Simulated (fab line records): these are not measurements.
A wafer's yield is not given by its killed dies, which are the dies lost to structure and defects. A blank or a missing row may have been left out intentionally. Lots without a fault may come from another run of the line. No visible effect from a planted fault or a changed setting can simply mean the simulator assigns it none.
Which tool did it? || flow nand harc || Sampling: 24 lots, 72 wafers, 4 of 1302 route steps

WHAT EACH GAUGE READ, for each wafer
NHARC_A_ONON_D2_THK_MEAS_30: measures by ellipsometry. Usual: thk nm at 1000 nm, with a standard deviation of 9.3.
{"lot": "L074", "measured": "day 13 05:57", "on": "film metro-02", "thk nm (nm)": "997 995 996", "flag": ""}
{"lot": "L075", "measured": "day 13 05:57", "on": "film metro-01", "thk nm (nm)": "1019 1020 1020", "flag": ""}
{"lot": "L076", "measured": "day 13 23:00", "on": "film metro-01", "thk nm (nm)": "1001 1000 1000", "flag": ""}
{"lot": "L077", "measured": "day 13 23:00", "on": "film metro-02", "thk nm (nm)": "984 985 983", "flag": ""}
{"lot": "L078", "measured": "day 14 17:41", "on": "film metro-02", "thk nm (nm)": "994 995 995", "flag": ""}
{"lot": "L079", "measured": "day 14 23:09", "on": "film metro-01", "thk nm (nm)": "1014 1016 1015", "flag": ""}
{"lot": "L080", "measured": "day 15 07:36", "on": "film metro-02", "thk nm (nm)": "999 999 1000", "flag": ""}
{"lot": "L081", "measured": "day 15 16:04", "on": "film metro-01", "thk nm (nm)": "996 996 995", "flag": ""}
{"lot": "L082", "measured": "day 16 09:58", "on": "film metro-01", "thk nm (nm)": "999 999 999", "flag": ""}
{"lot": "L083", "measured": "day 16 10:18", "on": "film metro-01", "thk nm (nm)": "1002 1002 1000", "flag": ""}
{"lot": "L084", "measured": "day 17 10:31", "on": "film metro-02", "thk nm (nm)": "993 994 993", "flag": ""}
{"lot": "L085", "measured": "day 17 15:20", "on": "film metro-01", "thk nm (nm)": "1001 1001 1001", "flag": ""}
{"lot": "L086", "measured": "day 17 15:22", "on": "film metro-02", "thk nm (nm)": "1013 1013 1012", "flag": ""}
{"lot": "L087", "measured": "day 18 07:49", "on": "film metro-01", "thk nm (nm)": "980 979 980", "flag": ""}
{"lot": "L089", "measured": "day 18 19:04", "on": "film metro-02", "thk nm (nm)": "1012 1014 1014", "flag": ""}
{"lot": "L088", "measured": "day 19 04:01", "on": "film metro-02", "thk nm (nm)": "1004 1003 1003", "flag": ""}
{"lot": "L091", "measured": "day 19 23:28", "on": "film metro-01", "thk nm (nm)": "1002 1002 1001", "flag": ""}
{"lot": "L090", "measured": "day 19 23:07", "on": "film metro-01", "thk nm (nm)": "1003 1002 1004", "flag": ""}
{"lot": "L092", "measured": "day 20 17:18", "on": "film metro-02", "thk nm (nm)": "1004 1004 1004", "flag": ""}
{"lot": "L094", "measured": "day 21 08:38", "on": "film metro-02", "thk nm (nm)": "1005 1004 1007", "flag": ""}
{"lot": "L093", "measured": "day 21 08:39", "on": "film metro-02", "thk nm (nm)": "1004 1004 1006", "flag": ""}
{"lot": "L095", "measured": "day 21 08:38", "on": "film metro-01", "thk nm (nm)": "1000 999 999", "flag": ""}
{"lot": "L096", "measured": "day 21 14:11", "on": "film metro-01", "thk nm (nm)": "984 985 982", "flag": ""}
{"lot": "L097", "measured": "day 23 00:40", "on": "film metro-01", "thk nm (nm)": "1000 999 999", "flag": ""}

NHARC_A_ONON_D2_INSPECT_32. Usual: raw defect count at 412, with a standard deviation of 160.
{"lot": "L074", "measured": "day 13 06:29", "on": "defect inspect-02", "raw defect count": "147 477 163", "flag": ""}
{"lot": "L075", "measured": "day 13 06:29", "on": "defect inspect-01", "raw defect count": "261 217 262", "flag": ""}
{"lot": "L076", "measured": "day 13 23:32", "on": "defect inspect-02", "raw defect count": "437 720 336", "flag": ""}
{"lot": "L077", "measured": "day 13 23:32", "on": "defect inspect-01", "raw defect count": "524 315 524", "flag": ""}
{"lot": "L078", "measured": "day 14 18:14", "on": "defect inspect-01", "raw defect count": "256 351 462", "flag": ""}
{"lot": "L079", "measured": "day 14 23:42", "on": "defect inspect-02", "raw defect count": "298 315 360", "flag": ""}
{"lot": "L080", "measured": "day 15 08:09", "on": "defect inspect-02", "raw defect count": "314 182 438", "flag": ""}
{"lot": "L081", "measured": "day 15 16:37", "on": "defect inspect-01", "raw defect count": "291 227 334", "flag": ""}
{"lot": "L082", "measured": "day 16 10:30", "on": "defect inspect-01", "raw defect count": "294 636 444", "flag": ""}
{"lot": "L083", "measured": "day 16 10:50", "on": "defect inspect-01", "raw defect count": "494 512 632", "flag": ""}
{"lot": "L084", "measured": "day 17 11:02", "on": "defect inspect-02", "raw defect count": "254 230 303", "flag": ""}
{"lot": "L085", "measured": "day 17 16:00", "on": "defect inspect-01", "raw defect count": "319 729 362", "flag": ""}
{"lot": "L086", "measured": "day 17 15:55", "on": "defect inspect-01", "raw defect count": "528 637 589", "flag": ""}
{"lot": "L087", "measured": "day 18 08:23", "on": "defect inspect-01", "raw defect count": "566 729 925", "flag": ""}
{"lot": "L089", "measured": "day 18 19:36", "on": "defect inspect-02", "raw defect count": "230 314 286", "flag": ""}
{"lot": "L088", "measured": "day 19 04:34", "on": "defect inspect-02", "raw defect count": "474 485 327", "flag": ""}
{"lot": "L091", "measured": "day 20 00:02", "on": "defect inspect-01", "raw defect count": "322 476 365", "flag": ""}
{"lot": "L090", "measured": "day 19 23:40", "on": "defect inspect-01", "raw defect count": "529 446 410", "flag": ""}
{"lot": "L092", "measured": "day 20 17:50", "on": "defect inspect-02", "raw defect count": "335 631 422", "flag": ""}
{"lot": "L094", "measured": "day 21 09:10", "on": "defect inspect-02", "raw defect count": "212 206 234", "flag": ""}
{"lot": "L093", "measured": "day 21 09:14", "on": "defect inspect-02", "raw defect count": "591 638 405", "flag": ""}
{"lot": "L095", "measured": "day 21 09:10", "on": "defect inspect-01", "raw defect count": "358 316 361", "flag": ""}
{"lot": "L096", "measured": "day 21 14:46", "on": "defect inspect-02", "raw defect count": "488 343 441", "flag": ""}
{"lot": "L097", "measured": "day 23 01:11", "on": "defect inspect-02", "raw defect count": "497 452 403", "flag": ""}

NHARC_A_CHANNEL_HOLE_D2_OVL_MEAS_11. Usual: overlay x nm 0.1 nm, standard deviation 0.84; overlay y nm -0.1 nm, standard deviation 0.72.
{"lot": "L074", "measured": "day 13 10:35", "on": "overlay-02", "overlay x nm (nm)": "1.2 1.6 1.6", "overlay y nm (nm)": "-0.5 -0.8 0.2", "flag": ""}
{"lot": "L075", "measured": "day 13 11:45", "on": "overlay-02", "overlay x nm (nm)": "-1.2 0.1 -0.2", "overlay y nm (nm)": "-0.5 0.0 -0.4", "flag": ""}
{"lot": "L076", "measured": "day 14 02:19", "on": "overlay-02", "overlay x nm (nm)": "1.2 0.7 1.3", "overlay y nm (nm)": "-0.3 -0.4 -0.3", "flag": ""}
{"lot": "L077", "measured": "day 14 04:13", "on": "overlay-01", "overlay x nm (nm)": "1.4 2.0 1.5", "overlay y nm (nm)": "-0.7 -0.7 -0.4", "flag": ""}
{"lot": "L078", "measured": "day 14 21:29", "on": "overlay-01", "overlay x nm (nm)": "0.3 0.4 -0.6", "overlay y nm (nm)": "-0.1 -1.0 -0.9", "flag": ""}
{"lot": "L079", "measured": "day 15 02:34", "on": "overlay-02", "overlay x nm (nm)": "0.0 0.4 0.5", "overlay y nm (nm)": "0.3 0.0 0.5", "flag": ""}
{"lot": "L080", "measured": "day 15 12:29", "on": "overlay-01", "overlay x nm (nm)": "-1.1 -1.1 -0.3", "overlay y nm (nm)": "0.0 0.4 0.1", "flag": ""}
{"lot": "L081", "measured": "day 15 19:29", "on": "overlay-02", "overlay x nm (nm)": "-1.0 -0.9 -0.6", "overlay y nm (nm)": "-0.3 -0.5 -0.2", "flag": ""}
{"lot": "L082", "measured": "day 16 13:22", "on": "overlay-02", "overlay x nm (nm)": "1.7 1.2 1.5", "overlay y nm (nm)": "-0.1 -0.1 0.3", "flag": ""}
{"lot": "L083", "measured": "day 16 15:16", "on": "overlay-01", "overlay x nm (nm)": "0.2 -0.1 -0.4", "overlay y nm (nm)": "-0.5 -0.2 -0.4", "flag": ""}
{"lot": "L084", "measured": "day 17 13:50", "on": "overlay-01", "overlay x nm (nm)": "0.6 0.6 0.6", "overlay y nm (nm)": "0.7 0.2 0.3", "flag": ""}
{"lot": "L085", "measured": "day 17 21:25", "on": "overlay-02", "overlay x nm (nm)": "1.0 0.9 0.9", "overlay y nm (nm)": "0.3 0.5 0.1", "flag": ""}
{"lot": "L086", "measured": "day 17 19:47", "on": "overlay-01", "overlay x nm (nm)": "-0.8 -0.4 -0.6", "overlay y nm (nm)": "-0.1 0.0 -0.3", "flag": ""}
{"lot": "L087", "measured": "day 18 11:35", "on": "overlay-01", "overlay x nm (nm)": "0.0 0.3 0.0", "overlay y nm (nm)": "-0.6 -0.4 -0.1", "flag": ""}
{"lot": "L089", "measured": "day 19 03:29", "on": "overlay-01", "overlay x nm (nm)": "-0.2 -0.5 -0.5", "overlay y nm (nm)": "0.5 1.2 0.9", "flag": ""}
{"lot": "L088", "measured": "day 19 09:38", "on": "overlay-01", "overlay x nm (nm)": "0.0 -0.4 -0.5", "overlay y nm (nm)": "-1.5 -1.7 -1.9", "flag": ""}
{"lot": "L091", "measured": "day 20 06:21", "on": "overlay-02", "overlay x nm (nm)": "-1.1 -1.3 -0.8", "overlay y nm (nm)": "-0.6 -1.3 -0.8", "flag": ""}
{"lot": "L090", "measured": "day 20 05:49", "on": "overlay-02", "overlay x nm (nm)": "0.0 0.6 0.5", "overlay y nm (nm)": "0.3 0.3 -0.1", "flag": ""}
{"lot": "L092", "measured": "day 20 20:38", "on": "overlay-01", "overlay x nm (nm)": "-0.8 -0.4 -0.6", "overlay y nm (nm)": "0.2 0.0 0.6", "flag": ""}
{"lot": "L094", "measured": "day 21 16:22", "on": "overlay-01", "overlay x nm (nm)": "-0.5 -0.7 -0.1", "overlay y nm (nm)": "0.3 0.5 0.6", "flag": ""}
{"lot": "L093", "measured": "day 21 18:22", "on": "overlay-02", "overlay x nm (nm)": "-0.8 -0.8 -0.5", "overlay y nm (nm)": "0.8 0.9 0.8", "flag": ""}
{"lot": "L095", "measured": "day 21 17:29", "on": "overlay-01", "overlay x nm (nm)": "-0.3 -0.2 -0.1", "overlay y nm (nm)": "-1.1 -1.4 -1.3", "flag": ""}
{"lot": "L096", "measured": "day 21 22:00", "on": "overlay-01", "overlay x nm (nm)": "0.4 1.0 0.1", "overlay y nm (nm)": "0.6 0.8 0.7", "flag": ""}
{"lot": "L097", "measured": "day 23 03:59", "on": "overlay-01", "overlay x nm (nm)": "0.9 1.3 0.5", "overlay y nm (nm)": "1.2 1.3 1.0", "flag": ""}

TOOL THAT RAN EACH LOT (tool first, then ch and the chambers of the sampled wafers, then the start)
{"lot": "L074", "NHARC_A_CHANNEL_FILL_D1_CMP_10": "cmp-04 ch 1,3, day 10 23:23"}
{"lot": "L075", "NHARC_A_CHANNEL_FILL_D1_CMP_10": "cmp-03 ch 0,1,2, day 11 03:28"}
{"lot": "L076", "NHARC_A_CHANNEL_FILL_D1_CMP_10": "cmp-03 ch 0,1,2, day 11 23:45"}
{"lot": "L077", "NHARC_A_CHANNEL_FILL_D1_CMP_10": "cmp-04 ch 0,1, day 11 23:45"}
{"lot": "L078", "NHARC_A_CHANNEL_FILL_D1_CMP_10": "cmp-04 ch 0,1,2, day 12 20:44"}
{"lot": "L079", "NHARC_A_CHANNEL_FILL_D1_CMP_10": "cmp-01 ch 0,2,3, day 13 03:14"}
{"lot": "L080", "NHARC_A_CHANNEL_FILL_D1_CMP_10": "cmp-03 ch 1,2, day 13 08:14"}
{"lot": "L081", "NHARC_A_CHANNEL_FILL_D1_CMP_10": "cmp-04 ch 0,1,3, day 13 15:02"}
{"lot": "L082", "NHARC_A_CHANNEL_FILL_D1_CMP_10": "cmp-04 ch 0,1,3, day 14 09:45"}
{"lot": "L083", "NHARC_A_CHANNEL_FILL_D1_CMP_10": "cmp-03 ch 0,2,3, day 14 09:47"}
{"lot": "L084", "NHARC_A_CHANNEL_FILL_D1_CMP_10": "cmp-04 ch 0,1, day 15 02:16"}
{"lot": "L085", "NHARC_A_CHANNEL_FILL_D1_CMP_10": "cmp-04 ch 0,1, day 15 14:35"}
{"lot": "L086", "NHARC_A_CHANNEL_FILL_D1_CMP_10": "cmp-03 ch 1,2,3, day 15 14:37"}
{"lot": "L087", "NHARC_A_CHANNEL_FILL_D1_CMP_10": "cmp-03 ch 0,1,2, day 16 05:11"}
{"lot": "L089", "NHARC_A_CHANNEL_FILL_D1_CMP_10": "cmp-03 ch 0,3, day 16 18:22"}
{"lot": "L088", "NHARC_A_CHANNEL_FILL_D1_CMP_10": "cmp-01 ch 1,2,3, day 17 02:23"}
{"lot": "L091", "NHARC_A_CHANNEL_FILL_D1_CMP_10": "cmp-04 ch 2,3, day 17 16:52"}
{"lot": "L090", "NHARC_A_CHANNEL_FILL_D1_CMP_10": "cmp-03 ch 0,2, day 17 16:54"}
{"lot": "L092", "NHARC_A_CHANNEL_FILL_D1_CMP_10": "cmp-03 ch 0,2,3, day 18 19:02"}
{"lot": "L094", "NHARC_A_CHANNEL_FILL_D1_CMP_10": "cmp-04 ch 0,2, day 19 12:19"}
{"lot": "L093", "NHARC_A_CHANNEL_FILL_D1_CMP_10": "cmp-01 ch 0,1,2, day 19 12:22"}
{"lot": "L095", "NHARC_A_CHANNEL_FILL_D1_CMP_10": "cmp-01 ch 1,2, day 19 12:28"}
{"lot": "L096", "NHARC_A_CHANNEL_FILL_D1_CMP_10": "cmp-01 ch 0,1,3, day 19 17:26"}
{"lot": "L097", "NHARC_A_CHANNEL_FILL_D1_CMP_10": "cmp-03 ch 0,2,3, day 20 21:02"}
- NHARC_A_CHANNEL_FILL_D1_CMP_10: polishes, target thk 150 nm.

WHAT THE TOOLS THEMSELVES READ (means of the sampled wafers that have a number; where no wafer has one, the mark that the record gives instead)
NHARC_A_CHANNEL_FILL_D1_CMP_10. Usual: edge zone pressure frac 0.999, standard deviation 0.0049; motor current A 12.4 A, standard deviation 1.2; time to endpoint s 14.9 s, standard deviation 2.2.
{"lot": "L074", "tool": "cmp-04", "edge zone pressure frac": 1.005, "motor current A (A)": 13.8, "time to endpoint s (s)": 10.7, "flag": ""}
{"lot": "L075", "tool": "cmp-03", "edge zone pressure frac": 0.999, "motor current A (A)": 12.7, "time to endpoint s (s)": 14.8, "flag": ""}
{"lot": "L076", "tool": "cmp-03", "edge zone pressure frac": 1.002, "motor current A (A)": 12.6, "time to endpoint s (s)": 15.0, "flag": ""}
{"lot": "L077", "tool": "cmp-04", "edge zone pressure frac": 0.999, "motor current A (A)": 11.9, "time to endpoint s (s)": 12.8, "flag": ""}
{"lot": "L078", "tool": "cmp-04", "edge zone pressure frac": 0.999, "motor current A (A)": 12.2, "time to endpoint s (s)": 12.9, "flag": ""}
{"lot": "L079", "tool": "cmp-01", "edge zone pressure frac": 0.995, "motor current A (A)": 11.8, "time to endpoint s (s)": 15.0, "flag": ""}
{"lot": "L080", "tool": "cmp-03", "edge zone pressure frac": 1.001, "motor current A (A)": 11.6, "time to endpoint s (s)": 16.0, "flag": ""}
{"lot": "L081", "tool": "cmp-04", "edge zone pressure frac": 0.999, "motor current A (A)": 12.6, "time to endpoint s (s)": 12.9, "flag": ""}
{"lot": "L082", "tool": "cmp-04", "edge zone pressure frac": 1.003, "motor current A (A)": 12.7, "time to endpoint s (s)": 16.5, "flag": ""}
{"lot": "L083", "tool": "cmp-03", "edge zone pressure frac": 1.003, "motor current A (A)": 11.1, "time to endpoint s (s)": 17.3, "flag": ""}
{"lot": "L084", "tool": "cmp-04", "edge zone pressure frac": 0.998, "motor current A (A)": 11.7, "time to endpoint s (s)": 16.4, "flag": ""}
{"lot": "L085", "tool": "cmp-04", "edge zone pressure frac": 0.997, "motor current A (A)": 11.9, "time to endpoint s (s)": 13.2, "flag": ""}
{"lot": "L086", "tool": "cmp-03", "edge zone pressure frac": 1.000, "motor current A (A)": 11.6, "time to endpoint s (s)": 17.5, "flag": ""}
{"lot": "L087", "tool": "cmp-03", "edge zone pressure frac": 1.003, "motor current A (A)": 12.6, "time to endpoint s (s)": 17.7, "flag": ""}
{"lot": "L089", "tool": "cmp-03", "edge zone pressure frac": 0.996, "motor current A (A)": 12.7, "time to endpoint s (s)": 17.1, "flag": ""}
{"lot": "L088", "tool": "cmp-01", "edge zone pressure frac": 1.002, "motor current A (A)": 12.4, "time to endpoint s (s)": 16.2, "flag": ""}
{"lot": "L091", "tool": "cmp-04", "edge zone pressure frac": 1.001, "motor current A (A)": 13.9, "time to endpoint s (s)": 15.5, "flag": ""}
{"lot": "L090", "tool": "cmp-03", "edge zone pressure frac": 0.997, "motor current A (A)": 12.7, "time to endpoint s (s)": 14.1, "flag": ""}
{"lot": "L092", "tool": "cmp-03", "edge zone pressure frac": 0.996, "motor current A (A)": 11.7, "time to endpoint s (s)": 17.0, "flag": ""}
{"lot": "L094", "tool": "cmp-04", "edge zone pressure frac": 1.008, "motor current A (A)": 12.2, "time to endpoint s (s)": 16.6, "flag": ""}
{"lot": "L093", "tool": "cmp-01", "edge zone pressure frac": 0.991, "motor current A (A)": 12.7, "time to endpoint s (s)": 16.3, "flag": ""}
{"lot": "L095", "tool": "cmp-01", "edge zone pressure frac": 1.001, "motor current A (A)": 13.3, "time to endpoint s (s)": 13.7, "flag": ""}
{"lot": "L096", "tool": "cmp-01", "edge zone pressure frac": 1.005, "motor current A (A)": 12.6, "time to endpoint s (s)": 12.3, "flag": ""}
{"lot": "L097", "tool": "cmp-03", "edge zone pressure frac": 0.994, "motor current A (A)": 11.8, "time to endpoint s (s)": 14.4, "flag": ""}

THE ANSWER, worked out from the rows above alone
Rule: a lot counts as off when the mean over its wafers that have a number is more than 3 standard deviations away from the usual mean. Also off: a lot with no number at a reading for which 4 or more lots have one. All remaining lots with rows at the step are treated as sound. The gauges are gone through in route order, then the tools' own readings, and for those a lot's mean is taken as printed above. The first step at which some lot is off is used, and at that step the reading that is off furthest; a lot without a number counts as furthest.
Across all readings shown, no lot is off: no conclusion can be drawn from this.

WHAT THE SIMULATOR HAD INSERTED
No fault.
